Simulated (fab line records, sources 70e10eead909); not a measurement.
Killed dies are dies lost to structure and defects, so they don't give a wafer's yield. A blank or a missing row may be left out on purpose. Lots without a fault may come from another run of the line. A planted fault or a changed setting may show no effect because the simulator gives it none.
fab line records | flow nand_harc
record lots=12 wafers=36 last_day=33
route steps=1302 shown P_CONTACT@240 P_M0@258 END@1302
lots that met no fault: from a run of the same line without faults
start_h: hours from the record's first day to the start of the lot's first wafer shown | wait_h: hours since the lot's step before | " the same as in the row above | L1.1+2: a row that stands for several wafers | - no value, or no start given | * or withheld: withheld | < > ~ a bound
route shown NAME@n: a module of which the file shows steps, and the number in the route of the first | usual: mean/standard deviation of fault-free wafers | same: alike in all rows | chamber/n: place in a boat | sites: the reading at each site | _std_site: their standard deviation | _edge_site: outer sites' mean less inner sites' | radius_mm: how far each site lies from the wafer's centre | mask NAME#n: copy n | behind: the tool/chamber that last shaped the wafer | hold: why the lot was held/for how many hours/how that ended | device: the transistor (n, p or np) that didn't switch | end of line: the same wafers' tests at the end of the route | a step without rows: its recipe alone | killed: dies lost to structure and defects at the first sort, not the wafer's yield | map: a wafer's dies, x killed, . not, _ none there
set.NAME: the setting as run; set.NAME@STEP: as run at that earlier step | model.NAME: the simulator's own value behind a step, which no gauge read
steps of the route over a sample of lots; a table a step, a row a wafer
services: from which hour (start_h, from the record's first day; less than 0 if before it) a tool's chamber was out of use, for how many hours, and why
## steps
# step NHARC_P_CONTACT_ETCH_31
# recipe target_depth_a=300 time_s=85.7 ion_energy_ev=120 over_etch_frac=1 ch3f_flow_sccm=50 o2_flow_sccm=30 ar_flow_sccm=200 rf_w=500 bias_w=100 chemistry=CH3F/O2
# usual chamber_pressure_mTorr=25.002/0.024 drypump_motor_current_A=5.5/0.37 oes_product_au=0.983/0.013 rf_vpp_V=245.1/1.5 showerhead_plenum_p_Torr=2.51/0.088 throttle_valve_pct=20.662/0.0091
# columns lot.wafer tool chamber start_h wait_h chamber_pressure_mTorr drypump_motor_current_A oes_product_au rf_hours_counter_h rf_vpp_V showerhead_plenum_p_Torr throttle_valve_pct
L561.2 rie_diel-12 3 - - 25.001 5.7 0.981 1.6 246.2 2.49 20.668
L561.3 " 0 " " 24.987 5.0 1.001 1.6 242.4 2.34 20.661
L561.5 " 2 " " 24.979 5.9 0.983 - 243.1 2.51 20.662
L563.4 rie_diel-03 0 - - 25.017 6.3 0.980 2.8 242.9 2.41 20.662
L563.2 " 1 " " 25.003 5.3 0.976 3.1 244.8 2.50 20.659
L563.6 " 3 " " 24.983 5.2 0.994 - 247.3 2.58 20.666
L565.3 rie_diel-03 3 - - 24.978 5.2 0.993 3.6 245.2 2.58 20.651
L565.1 " 0 " " 24.956 6.3 1.001 3.1 243.2 2.41 20.643
L565.6 " 2 " " 24.996 6.0 0.977 - 243.7 2.42 20.693
L566.4 rie_diel-03 1 - - 24.981 5.3 0.965 4.1 245.0 2.50 20.669
L566.2 " 3 " " 24.999 5.2 0.987 4.1 245.5 2.58 20.669
L566.5 " 2 " " 25.051 6.0 0.964 - 243.6 2.42 20.650
L567.4 rie_diel-07 0 - - 25.008 5.3 0.969 2.0 246.0 2.56 20.659
L567.2 " 1 " " 24.981 5.2 0.971 2.4 245.7 2.52 20.677
L567.6 " 3 " " 25.023 5.5 0.960 - 246.8 2.64 20.663
L568.3 rie_diel-03 3 - - 25.065 5.2 0.991 4.6 246.5 2.58 20.659
L568.4 " 1 " " 25.056 5.3 0.991 4.9 243.7 2.50 20.672
L568.1 " 2 " " 25.021 6.0 0.980 4.6 243.1 2.42 20.662
L569.3 rie_diel-12 2 - - 25.053 5.9 0.985 3.7 243.6 2.51 20.646
L569.5 " 1 " " 25.027 5.6 0.965 - 247.1 2.59 20.645
L569.6 " 2 " " 24.981 5.9 0.982 - 244.4 2.51 20.671
L570.1 rie_diel-12 0 - - 24.997 5.0 0.972 3.8 243.6 2.34 20.660
L570.6 " 0 " " 25.045 5.0 0.974 - 242.4 2.34 20.657
L570.5 " 1 " " 25.000 5.7 0.981 - 246.9 2.59 20.667
L571.1 rie_diel-07 1 - - 24.976 5.1 0.969 3.4 245.4 2.52 20.648
L571.5 " 2 " " 25.002 5.3 0.991 - 247.4 2.62 20.675
L571.6 " 3 " " 24.999 5.5 1.013 - 247.5 2.64 20.659
L572.1 rie_diel-12 2 - - 24.993 5.9 0.973 4.9 246.3 2.51 20.666
L572.3 " 3 " " 24.995 5.7 0.977 4.5 245.3 2.49 20.650
L572.6 " 0 " " 24.989 5.0 0.997 - 242.7 2.34 20.655
L580.3 rie_diel-07 1 - - 24.998 5.1 0.974 1.2 245.8 2.52 20.661
L580.2 " 0 " " 24.971 5.3 1.008 1.2 245.6 2.56 20.668
L580.5 " 1 " " 25.006 5.1 0.972 - 245.8 2.52 20.657
L581.3 rie_diel-12 3 - - 25.038 5.7 0.978 2.9 245.8 2.49 20.663
L581.1 " 0 " " 25.012 5.0 0.976 2.7 243.2 2.34 20.662
L581.2 " 1 " " 25.019 5.7 0.996 1.8 246.4 2.59 20.680
# step NHARC_P_CONTACT_DEGAS_38
# recipe temp_c=300 time_s=60
# usual heater_power_w=494/48
# columns lot.wafer tool chamber start_h wait_h heater_power_w
L561.3 pvd_sputter-02 - 146.24 - 564
L561.2 " - " " 469
L561.5 " - " " 558
L563.4 pvd_sputter-01 - 168.62 - 445
L563.2 " - " " 451
L563.6 " - " " 559
L565.1 pvd_sputter-01 - 179.23 - 448
L565.3 " - " " 535
L565.6 " - " " 443
L566.2 pvd_sputter-03 - 191.14 - 446
L566.4 " - " " 416
L566.5 " - " " 438
L567.2 pvd_sputter-02 - 197.91 - 547
L567.4 " - " " 482
L567.6 " - " " 461
L568.1 pvd_sputter-03 - 208.27 - 459
L568.4 " - " " 405
L568.3 " - " " 499
L569.3 pvd_sputter-01 - 219.59 - 456
L569.5 " - " " 464
L569.6 " - " " 540
L570.1 pvd_sputter-03 - 232.83 - 482
L570.5 " - " " 416
L570.6 " - " " 502
L571.1 pvd_sputter-02 - 238.01 - 573
L571.5 " - " " 566
L571.6 " - " " 477
L572.3 pvd_sputter-02 - 247.65 - 589
L572.1 " - " " 477
L572.6 " - " " 481
L580.2 pvd_sputter-02 - 338.54 - 490
L580.3 " - " " 489
L580.5 " - " " 527
L581.1 pvd_sputter-02 - 341.37 - 499
L581.3 " - " " 480
L581.2 " - " " 554
# step NHARC_P_CONTACT_CVD_23
# recipe target_thk_a=2000 temp_c=300 pressure_torr=40 wf6_flow_sccm=40 h2_flow_sccm=1600 ar_flow_sccm=1560 time_s=557 material=W
# usual heater_power_outer_w=278/35 heater_power_w=488/27 throttle_valve_pct=7.87/0.28
# columns lot.wafer tool chamber start_h wait_h heater_power_outer_w heater_power_w throttle_valve_pct
L561.2 cvd_w-02 0 - - 232 440 7.67
L561.3 " 1 " " 263 488 7.80
L561.5 " 0 " " 231 443 7.53
L563.2 cvd_w-02 1 - - 270 484 7.88
L563.4 " 0 " " 235 455 7.66
L563.6 " 1 " " 265 468 7.76
L565.1 cvd_w-02 1 - - 266 472 7.87
L565.3 " 1 " " 276 482 7.52
L565.6 " 0 " " 233 464 7.64
L566.2 cvd_w-02 1 - - 271 485 7.73
L566.4 " 1 " " 272 476 7.68
L566.5 " 1 " " 272 478 8.01
L567.2 cvd_w-01 0 - - 315 521 7.61
L567.4 " 0 " " 316 516 7.74
L567.6 " 0 " " 311 527 7.79
L568.1 cvd_w-01 1 - - 321 507 8.22
L568.4 " 1 " " 317 515 8.32
L568.3 " 0 " " 315 524 7.76
L569.3 cvd_w-01 0 - - 315 529 7.82
L569.5 " 1 " " 326 527 7.89
L569.6 " 0 " " 316 528 7.79
L570.1 cvd_w-01 1 - - 326 510 8.62
L570.5 " 0 " " 313 529 7.86
L570.6 " 1 " " 324 507 8.52
L571.1 cvd_w-02 0 - - 237 472 7.67
L571.6 " 1 " " 270 475 7.85
L571.5 " 0 " " 242 454 7.95
L572.1 cvd_w-02 1 - - 270 479 8.11
L572.3 " 0 " " 235 464 7.76
L572.6 " 1 " " 272 474 7.81
L580.2 cvd_w-02 1 - - 266 473 7.88
L580.3 " 0 " " 250 466 7.61
L580.5 " 1 " " 261 475 7.97
L581.1 cvd_w-02 1 - - 274 465 7.93
L581.2 " 0 " " 247 485 7.86
L581.3 " 1 " " 276 478 7.69
# step NHARC_P_M0_SOFTBAKE_04
# recipe temp_c=105 time_s=55
# usual heater_power_total_W=188.46/0.14
# columns lot.wafer tool chamber start_h wait_h heater_power_total_W
L561.2 litho_track-01 0 148 - 188.28
L561.3 " 0 " " 188.36
L561.5 " 0 " " 188.69
L563.2 litho_track-04 0 170 - 188.31
L563.4 " 0 " " 188.66
L563.6 " 0 " " 188.63
L565.1 litho_track-04 0 181 - 188.50
L565.3 " 0 " " 188.33
L565.6 " 0 " " 188.70
L566.2 litho_track-06 0 193 - 188.51
L566.4 " 0 " " 188.79
L566.5 " 0 " " 188.25
L567.2 litho_track-01 0 199 - 188.74
L567.4 " 0 " " 188.46
L567.6 " 0 " " 188.37
L568.1 litho_track-01 0 210 - 188.59
L568.3 " 0 " " 188.38
L568.4 " 0 " " 188.35
L569.3 litho_track-01 0 221 - 188.47
L569.5 " 0 " " 188.37
L569.6 " 0 " " 188.31
L570.1 litho_track-01 0 234 - 184.35
L570.5 " 0 " " 184.38
L570.6 " 0 " " 184.71
L571.1 litho_track-04 0 240 - 188.69
L571.5 " 0 " " 188.51
L571.6 " 0 " " 188.68
L572.1 litho_track-01 0 249 - 184.78
L572.3 " 0 " " 184.62
L572.6 " 0 " " 184.47
L580.2 litho_track-01 0 340 - 188.38
L580.3 " 0 " " 188.44
L580.5 " 0 " " 188.53
L581.1 litho_track-01 0 343 - 188.65
L581.2 " 0 " " 188.43
L581.3 " 0 " " 188.38
# step NHARC_END_SORT_01
# recipe temp_c=25
# usual defect_limited_yield=91.4/2.4 killed_at_array=54/17 killed_at_other=0.7/1 killed_at_periphery=3.7/2.9 killed_dies=58/16 killed_open=3.2/1.9 killed_short=2.2/1.5 sort_bin_2_pct=3.1/1.1 sort_bin_3_pct=0.6/0.33 sort_bin_4_pct=4.9/1.4 sort_n_pass=619/16 sort_rim_yield_pct=94/3.8 sort_yield_pct=91.4/2.4
# same gross_dies=677 sort_bin_5_pct[%]=0 sort_bin_6_pct[%]=0 sort_bin_7_pct[%]=0 sort_bin_8_pct[%]=0 sort_rim_n_gross=106.00
# columns lot.wafer tool chamber start_h wait_h defect_limited_yield[%] killed_at_array killed_at_other killed_at_periphery killed_dies killed_open killed_short sort_bin_2_pct[%] sort_bin_3_pct[%] sort_bin_4_pct[%] sort_n_pass sort_rim_yield_pct[%] sort_yield_pct[%]
L561.2 prober-01 0 588.76 2.8 92.8 49 0 0 49 2 3 2.2 0.9 4.1 628 93 92.8
L561.3 prober-01 0 589.55 3.1 91.4 53 1 4 58 2 1 2.4 0.7 5.5 619 98 91.4
L561.5 prober-01 0 591.13 3.7 91.1 55 1 4 60 5 0 3.2 0.9 4.7 617 93 91.1
L563.2 prober-01 0 598.20 2.8 90.0 63 1 4 68 1 2 3.1 0.7 6.2 609 92 90.0
L563.4 prober-01 0 599.81 3.4 90.3 59 1 6 66 4 1 3.8 1.2 4.7 611 97 90.3
L563.6 prober-01 0 601.43 4.0 91.4 55 0 3 58 1 1 2.8 0.9 4.9 619 98 91.4
L565.1 prober-01 0 631.18 2.5 91.6 52 2 3 57 2 2 2.4 0.7 5.3 620 97 91.6
L565.3 prober-01 0 632.75 3.1 91.7 54 1 1 56 2 2 3.1 0.1 5.0 621 93 91.7
L565.6 prober-01 0 635.12 3.9 91.4 55 0 3 58 3 2 3.2 0.7 4.6 619 97 91.4
L568.1 prober-02 0 645.61 2.5 88.8 70 2 4 76 1 1 4.6 1.3 5.3 601 97 88.8
L568.3 prober-02 0 647.20 3.1 87.3 81 2 3 86 5 0 4.7 0.9 7.1 591 97 87.3
L568.4 prober-02 0 647.99 3.4 91.1 57 0 3 60 5 0 3.4 0.7 4.7 617 92 91.1
L567.2 prober-01 0 646.34 2.8 90.0 63 0 5 68 5 3 3.5 0.3 6.2 609 98 90.0
L567.4 prober-01 0 647.92 3.4 91.7 55 0 1 56 4 1 2.5 0.1 5.6 621 92 91.7
L567.6 prober-01 0 649.51 4.0 90.8 57 1 4 62 2 2 4.3 0.3 4.6 615 91 90.8
L566.2 prober-01 0 654.08 2.8 92.2 52 0 1 53 3 3 2.7 0.7 4.4 624 99 92.2
L566.4 prober-01 0 655.68 3.4 92.6 49 0 1 50 2 3 2.5 0.6 4.3 627 98 92.6
L566.5 prober-01 0 656.48 3.7 92.3 50 1 1 52 5 3 3.1 0.7 3.8 625 97 92.3
L569.3 prober-02 0 654.92 3.1 90.8 61 1 0 62 4 1 3.7 0.4 5.0 615 99 90.8
L569.5 prober-02 0 656.50 3.7 90.0 65 0 3 68 4 4 3.5 0.3 6.2 609 94 90.0
L569.6 prober-02 0 657.29 3.9 89.7 70 0 0 70 4 2 3.2 0.4 6.6 607 92 89.7
L570.1 prober-01 0 671.21 2.5 92.0 51 0 3 54 7 1 1.9 0.6 5.5 623 98 92.0
L570.5 prober-01 0 674.40 3.7 92.6 45 0 5 50 0 2 3.5 0.7 3.1 627 99 92.6
L570.6 prober-01 0 675.20 4.0 92.8 43 0 6 49 1 3 2.2 0.6 4.4 628 95 92.8
L571.1 prober-02 0 671.22 2.5 95.9 24 1 3 28 1 5 1.3 0.6 2.2 649 92 95.9
L571.5 prober-02 0 674.43 3.7 94.8 26 5 4 35 2 1 1.2 0.4 3.5 642 95 94.8
L571.6 prober-02 0 675.24 4.0 96.2 18 3 5 26 4 3 1.5 0.4 1.9 651 94 96.2
L572.1 prober-01 0 683.27 2.5 91.1 49 0 11 60 1 4 3.8 0.3 4.7 617 93 91.1
L572.3 prober-01 0 684.87 3.1 91.9 42 0 13 55 3 2 2.8 0.9 4.4 622 95 91.9
L572.6 prober-01 0 687.27 4.0 92.2 45 0 8 53 3 4 2.5 0.3 5.0 624 95 92.2
L580.2 prober-01 0 774.00 2.8 91.6 54 2 1 57 3 4 3.1 0.1 5.2 620 97 91.6
L580.3 prober-01 0 774.80 3.1 93.8 37 0 5 42 7 3 2.4 0.4 3.4 635 92 93.8
L580.5 prober-01 0 776.39 3.7 93.8 40 1 1 42 4 1 2.2 0.4 3.5 635 97 93.8
L581.1 prober-02 0 781.20 2.5 91.6 51 2 4 57 2 4 3.4 0.9 4.1 620 98 91.6
L581.2 prober-02 0 782.00 2.8 95.3 28 0 4 32 3 1 1.9 0.7 2.1 645 88 95.3
L581.3 prober-02 0 782.80 3.1 90.8 54 3 5 62 3 3 3.0 0.9 5.3 615 97 90.8
# killed by level:class
L561.2 A_CHANNEL_HOLE_D1:chamber_film_flake=29 A_CHANNEL_HOLE_D2:chamber_film_flake=5 A_M1:chamber_film_flake=5 A_CONTACT:chamber_film_flake=3 A_SOURCE_PLATE:geometric_particle:short=1 A_CHANNEL_FILL_D1:geometric_particle:short=1 A_CHANNEL_FILL_D1:geometric_particle:open=1 A_CHANNEL_HOLE_D2:geometric_particle:open=1
L561.3 A_CHANNEL_HOLE_D1:chamber_film_flake=37 A_CHANNEL_HOLE_D2:chamber_film_flake=8 A_CONTACT:chamber_film_flake=3 A_M1:chamber_film_flake=2 P_M0:geometric_particle:short=1 P_M1:geometric_particle:open=1 A_DECK1_JOINT:geometric_particle:open=1 P_STI:chamber_film_flake=1
L561.5 A_CHANNEL_HOLE_D1:chamber_film_flake=39 A_CHANNEL_HOLE_D2:chamber_film_flake=5 A_CONTACT:chamber_film_flake=4 A_M0:geometric_particle:open=2 P_STI:chamber_film_flake=2 P_CONTACT:geometric_particle:open=1 A_DECK1_JOINT:geometric_particle:open=1 A_SGD_CUT:geometric_particle:open=1
L563.2 A_CHANNEL_HOLE_D1:chamber_film_flake=30 A_SLIT:chamber_film_flake=21 A_CHANNEL_HOLE_D2:chamber_film_flake=6 P_STI:chamber_film_flake=3 A_CHANNEL_FILL_D1:geometric_particle:short=1 A_CHANNEL_FILL_D2:geometric_particle:short=1 A_CONTACT:geometric_particle:open=1 P_GATE:chamber_film_flake=1
L563.4 A_SLIT:chamber_film_flake=23 A_CHANNEL_HOLE_D1:chamber_film_flake=20 A_CHANNEL_HOLE_D2:chamber_film_flake=7 P_STI:chamber_film_flake=4 P_GATE:chamber_film_flake=2 A_ONON_D1:geometric_particle:open=1 A_ONON_D1:geometric_particle:short=1 A_CHANNEL_FILL_D1:geometric_particle:open=1
L563.6 A_CHANNEL_HOLE_D1:chamber_film_flake=26 A_SLIT:chamber_film_flake=23 P_STI:chamber_film_flake=2 A_CHANNEL_FILL_D1:geometric_particle:short=1 A_M1:geometric_particle:open=1 P_GATE:chamber_film_flake=1 A_ZERO_WELL:chamber_film_flake=1 A_CHANNEL_HOLE_D2:chamber_film_flake=1
L565.1 A_SLIT:chamber_film_flake=28 A_CHANNEL_HOLE_D2:chamber_film_flake=10 A_CONTACT:chamber_film_flake=4 A_WL_FILL:chamber_film_flake=3 A_CHANNEL_HOLE_D1:chamber_film_flake=2 THIN_TSV:chamber_film_flake=2 P_CONTACT:geometric_particle:short=1 P_M0:geometric_particle:short=1
L565.3 A_SLIT:chamber_film_flake=28 A_CHANNEL_HOLE_D2:chamber_film_flake=8 A_WL_FILL:chamber_film_flake=5 A_CHANNEL_HOLE_D1:chamber_film_flake=4 A_CONTACT:chamber_film_flake=3 A_ONON_D2:geometric_particle:short=1 A_WL_FILL:geometric_particle:open=1 A_WL_FILL:geometric_particle:short=1
L565.6 A_SLIT:chamber_film_flake=31 A_CHANNEL_HOLE_D2:chamber_film_flake=6 A_CHANNEL_HOLE_D1:chamber_film_flake=4 A_WL_FILL:chamber_film_flake=3 A_CONTACT:chamber_film_flake=3 P_STI:chamber_film_flake=2 A_STAIRCASE:chamber_film_flake=2 A_CHANNEL_FILL_D1:geometric_particle:open=1
L568.1 A_SLIT:chamber_film_flake=32 A_CHANNEL_HOLE_D2:chamber_film_flake=28 A_CHANNEL_HOLE_D1:chamber_film_flake=5 P_GATE:chamber_film_flake=3 THIN_TSV:chamber_film_flake=2 A_CHANNEL_FILL_D1:geometric_particle:open=1 A_CHANNEL_FILL_D1:geometric_particle:short=1 P_ZERO_WELL:chamber_film_flake=1
L567.2 A_CHANNEL_HOLE_D1:chamber_film_flake=30 A_CHANNEL_HOLE_D2:chamber_film_flake=16 A_CONTACT:chamber_film_flake=6 A_SLIT:chamber_film_flake=3 A_CHANNEL_FILL_D2:geometric_particle:open=2 P_ZERO_WELL:chamber_film_flake=2 P_STI:geometric_particle:open=1 P_GATE:geometric_particle:open=1
L568.3 A_CHANNEL_HOLE_D2:chamber_film_flake=33 A_SLIT:chamber_film_flake=29 A_CHANNEL_HOLE_D1:chamber_film_flake=4 A_STAIRCASE:chamber_film_flake=3 A_CONTACT:chamber_film_flake=3 A_M1:geometric_particle:open=2 P_GATE:chamber_film_flake=2 A_CHANNEL_FILL_D1:chamber_film_flake=2
L567.4 A_CHANNEL_HOLE_D1:chamber_film_flake=30 A_CHANNEL_HOLE_D2:chamber_film_flake=10 A_CONTACT:chamber_film_flake=6 A_STAIRCASE:chamber_film_flake=2 A_WL_FILL:chamber_film_flake=2 P_M1:geometric_particle:open=1 A_ONON_D2:geometric_particle:short=1 A_CHANNEL_FILL_D2:geometric_particle:open=1
L568.4 A_CHANNEL_HOLE_D2:chamber_film_flake=30 A_SLIT:chamber_film_flake=15 A_CONTACT:chamber_film_flake=3 A_BLC:geometric_particle:open=2 P_GATE:chamber_film_flake=2 A_CHANNEL_HOLE_D1:chamber_film_flake=2 A_STAIRCASE:chamber_film_flake=2 A_CHANNEL_FILL_D1:geometric_particle:open=1
L567.6 A_CHANNEL_HOLE_D1:chamber_film_flake=35 A_CHANNEL_HOLE_D2:chamber_film_flake=7 A_CONTACT:chamber_film_flake=5 A_WL_FILL:chamber_film_flake=4 P_ZERO_WELL:chamber_film_flake=2 A_SLIT:chamber_film_flake=2 P_GATE:geometric_particle:open=1 A_CHANNEL_HOLE_D1:geometric_particle:short=1
L566.2 A_CHANNEL_HOLE_D2:chamber_film_flake=38 A_CHANNEL_HOLE_D1:chamber_film_flake=4 A_CHANNEL_FILL_D2:chamber_film_flake=2 A_CONTACT:chamber_film_flake=2 P_CONTACT:geometric_particle:open=1 A_CHANNEL_HOLE_D1:geometric_particle:short=1 A_CHANNEL_FILL_D1:geometric_particle:open=1 A_CHANNEL_HOLE_D2:geometric_particle:short=1
L569.3 A_CHANNEL_HOLE_D1:chamber_film_flake=35 A_CHANNEL_HOLE_D2:chamber_film_flake=14 A_CONTACT:chamber_film_flake=3 A_CHANNEL_FILL_D2:chamber_film_flake=2 A_BLC:chamber_film_flake=2 A_ONON_D2:geometric_particle:open=1 A_CHANNEL_FILL_D2:geometric_particle:open=1 A_CHANNEL_FILL_D2:geometric_particle:short=1
L566.4 A_CHANNEL_HOLE_D2:chamber_film_flake=32 A_CHANNEL_HOLE_D1:chamber_film_flake=3 A_SLIT:chamber_film_flake=3 A_BLC:geometric_particle:open=2 A_CHANNEL_FILL_D1:chamber_film_flake=2 A_CONTACT:chamber_film_flake=2 A_ONON_D1:geometric_particle:short=1 A_CHANNEL_FILL_D1:geometric_particle:short=1
L566.5 A_CHANNEL_HOLE_D2:chamber_film_flake=34 A_CHANNEL_HOLE_D1:chamber_film_flake=5 A_ONON_D1:geometric_particle:short=2 A_CONTACT:chamber_film_flake=2 P_STI:geometric_particle:open=1 A_ONON_D1:geometric_particle:open=1 A_CHANNEL_FILL_D1:geometric_particle:open=1 A_ONON_D2:geometric_particle:open=1
L569.5 A_CHANNEL_HOLE_D1:chamber_film_flake=33 A_CHANNEL_HOLE_D2:chamber_film_flake=10 A_CONTACT:chamber_film_flake=7 A_M0:geometric_particle:short=2 A_CHANNEL_FILL_D2:chamber_film_flake=2 A_STAIRCASE:chamber_film_flake=2 A_BLC:chamber_film_flake=2 P_BONDPAD:geometric_particle:open=1
L569.6 A_CHANNEL_HOLE_D1:chamber_film_flake=34 A_CONTACT:chamber_film_flake=8 A_CHANNEL_HOLE_D2:chamber_film_flake=8 A_BLC:chamber_film_flake=7 A_ZERO_WELL:chamber_film_flake=2 A_CHANNEL_FILL_D2:chamber_film_flake=2 A_STAIRCASE:chamber_film_flake=2 A_CHANNEL_HOLE_D1:geometric_particle:open=1
L570.1 A_CHANNEL_HOLE_D1:chamber_film_flake=36 A_CONTACT:chamber_film_flake=3 A_WL_FILL:geometric_particle:open=2 P_GATE:chamber_film_flake=2 A_STAIRCASE:chamber_film_flake=2 P_M2:geometric_particle:open=1 A_CHANNEL_FILL_D2:geometric_particle:open=1 A_SGD_CUT:geometric_particle:open=1
L571.1 A_CHANNEL_HOLE_D1:chamber_film_flake=9 A_M1:chamber_film_flake=3 A_DECK1_JOINT:geometric_particle:short=2 A_DECK1_JOINT:chamber_film_flake=2 A_CHANNEL_FILL_D2:chamber_film_flake=2 A_STAIRCASE:chamber_film_flake=2 P_M2:geometric_particle:short=1 A_CHANNEL_FILL_D1:geometric_particle:short=1
L570.5 A_CHANNEL_HOLE_D1:chamber_film_flake=37 P_GATE:chamber_film_flake=5 A_CONTACT:chamber_film_flake=2 A_CHANNEL_FILL_D1:geometric_particle:short=1 A_CHANNEL_FILL_D2:geometric_particle:short=1 A_ZERO_WELL:chamber_film_flake=1 A_STAIRCASE:chamber_film_flake=1 A_WL_FILL:chamber_film_flake=1
L571.5 A_CHANNEL_HOLE_D1:chamber_film_flake=6 THIN_TSV:chamber_film_flake=5 A_CHANNEL_FILL_D2:chamber_film_flake=4 A_WL_FILL:chamber_film_flake=4 A_M1:chamber_film_flake=3 P_GATE:chamber_film_flake=2 A_STAIRCASE:chamber_film_flake=2 A_SLIT:chamber_film_flake=2
L570.6 A_CHANNEL_HOLE_D1:chamber_film_flake=31 P_GATE:chamber_film_flake=5 A_STAIRCASE:chamber_film_flake=3 A_CHANNEL_FILL_D2:chamber_film_flake=2 A_SLIT:chamber_film_flake=2 P_M0:geometric_particle:open=1 A_CHANNEL_FILL_D1:geometric_particle:short=1 A_CHANNEL_FILL_D2:geometric_particle:short=1
L571.6 A_SLIT:chamber_film_flake=4 A_M1:chamber_film_flake=4 THIN_TSV:chamber_film_flake=3 A_CHANNEL_HOLE_D1:chamber_film_flake=2 A_WL_FILL:chamber_film_flake=2 P_CONTACT:geometric_particle:short=1 P_M0:geometric_particle:open=1 P_M2:geometric_particle:short=1
L572.1 A_CHANNEL_HOLE_D2:chamber_film_flake=25 A_CONTACT:chamber_film_flake=6 P_GATE:chamber_film_flake=4 A_CHANNEL_HOLE_D1:chamber_film_flake=4 A_STAIRCASE:chamber_film_flake=4 P_M1:chamber_film_flake=3 P_STI:chamber_film_flake=2 A_SLIT:chamber_film_flake=2
L572.3 A_CHANNEL_HOLE_D2:chamber_film_flake=14 A_CHANNEL_HOLE_D1:chamber_film_flake=9 A_STAIRCASE:chamber_film_flake=6 P_M1:chamber_film_flake=4 A_CONTACT:chamber_film_flake=4 P_GATE:chamber_film_flake=3 P_ZERO_WELL:chamber_film_flake=2 A_SLIT:chamber_film_flake=2
L572.6 A_CHANNEL_HOLE_D2:chamber_film_flake=13 A_STAIRCASE:chamber_film_flake=9 A_CHANNEL_HOLE_D1:chamber_film_flake=5 A_CONTACT:chamber_film_flake=5 A_SLIT:chamber_film_flake=3 A_M1:chamber_film_flake=3 A_WL_FILL:geometric_particle:short=2 P_GATE:chamber_film_flake=2
L580.2 A_CHANNEL_HOLE_D2:chamber_film_flake=33 A_SLIT:chamber_film_flake=6 A_CHANNEL_HOLE_D1:chamber_film_flake=3 A_CONTACT:chamber_film_flake=3 A_WL_FILL:geometric_particle:short=2 A_CHANNEL_HOLE_D1:unspecified=2 THIN_TSV:chamber_film_flake=2 A_CHANNEL_HOLE_D1:geometric_particle:open=1
L580.3 A_CHANNEL_HOLE_D2:chamber_film_flake=16 A_SLIT:chamber_film_flake=7 A_DECK1_JOINT:geometric_particle:short=2 P_GATE:chamber_film_flake=2 A_SGD_CUT:chamber_film_flake=2 A_CONTACT:chamber_film_flake=2 P_CONTACT:geometric_particle:open=1 P_M0:geometric_particle:open=1
L580.5 A_CHANNEL_HOLE_D2:chamber_film_flake=22 A_SLIT:chamber_film_flake=6 A_CHANNEL_HOLE_D1:chamber_film_flake=2 A_CONTACT:chamber_film_flake=2 A_CHANNEL_FILL_D1:geometric_particle:open=1 A_CHANNEL_HOLE_D1:geometric_particle:open=1 A_DECK1_JOINT:geometric_particle:open=1 A_WL_FILL:geometric_particle:short=1
L581.1 A_SLIT:chamber_film_flake=29 A_CHANNEL_HOLE_D1:chamber_film_flake=13 P_STI:chamber_film_flake=3 A_CONTACT:chamber_film_flake=3 P_M2:geometric_particle:short=1 A_CHANNEL_FILL_D1:geometric_particle:open=1 A_ONON_D2:geometric_particle:short=1 A_CHANNEL_FILL_D2:geometric_particle:short=1
L581.2 A_SLIT:chamber_film_flake=12 A_CHANNEL_HOLE_D1:chamber_film_flake=6 P_STI:chamber_film_flake=4 A_WL_FILL:chamber_film_flake=2 A_STAIRCASE:chamber_film_flake=2 A_CHANNEL_FILL_D1:geometric_particle:open=1 A_ONON_D2:geometric_particle:open=1 A_CHANNEL_FILL_D2:geometric_particle:open=1
L581.3 A_SLIT:chamber_film_flake=34 A_CHANNEL_HOLE_D1:chamber_film_flake=13 THIN_TSV:chamber_film_flake=3 P_CONTACT:geometric_particle:open=2 P_STI:chamber_film_flake=2 A_CONTACT:chamber_film_flake=2 P_GATE:geometric_particle:short=1 A_ONON_D1:geometric_particle:short=1
## services
# columns tool chamber start_h hours kind
rie_diel-03 - 133.82 0.7 repair
litho_track-01 - 155.00 7.0 pm
rie_diel-03 2 160.51 6.5 repair
pvd_sputter-03 - 170.00 10.0 pm
rie_diel-07 3 174.23 20.7 repair
cvd_w-01 - 177.89 0.5 repair
rie_diel-07 0 179.19 7.6 repair
rie_diel-07 1 182.31 3.8 repair
cvd_w-01 - 185.00 13.0 pm
rie_diel-12 0 193.16 1.3 repair
litho_track-04 - 203.00 7.0 pm
pvd_sputter-01 - 226.03 10.0 pm
rie_diel-07 - 262.25 0.3 repair
rie_diel-12 - 267.64 0.8 repair
cvd_w-02 - 269.00 13.0 pm
rie_diel-03 - 281.45 9.0 pm
pvd_sputter-02 - 282.03 10.0 pm
rie_diel-12 1 289.48 20.6 repair
cvd_w-01 1 293.31 6.6 repair
rie_diel-07 - 294.20 9.0 pm
litho_track-01 - 330.00 7.0 pm
pvd_sputter-03 - 336.58 1.4 repair
rie_diel-03 1 337.73 2.2 repair
pvd_sputter-02 - 342.53 5.0 repair
## key
first_sign step=NHARC_P_M0_SOFTBAKE_04 reading=heater_power_total_W direction=down sigmas=28 usual=* struck=*
effect none on later readings
met_at NHARC_P_M0_SOFTBAKE_04
struck_lots L570,L572
not_acting_at NHARC_P_CONTACT_ETCH_31,NHARC_P_CONTACT_DEGAS_38,NHARC_P_CONTACT_CVD_23
onset_between 221 234
fault kind=process_parameter_drift tool=litho_track-01 chamber=- onset_h=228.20 steps=NHARC_P_M0_SOFTBAKE_04 channel=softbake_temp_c offset=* shape=step end_h=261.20 acts_in=* stated=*
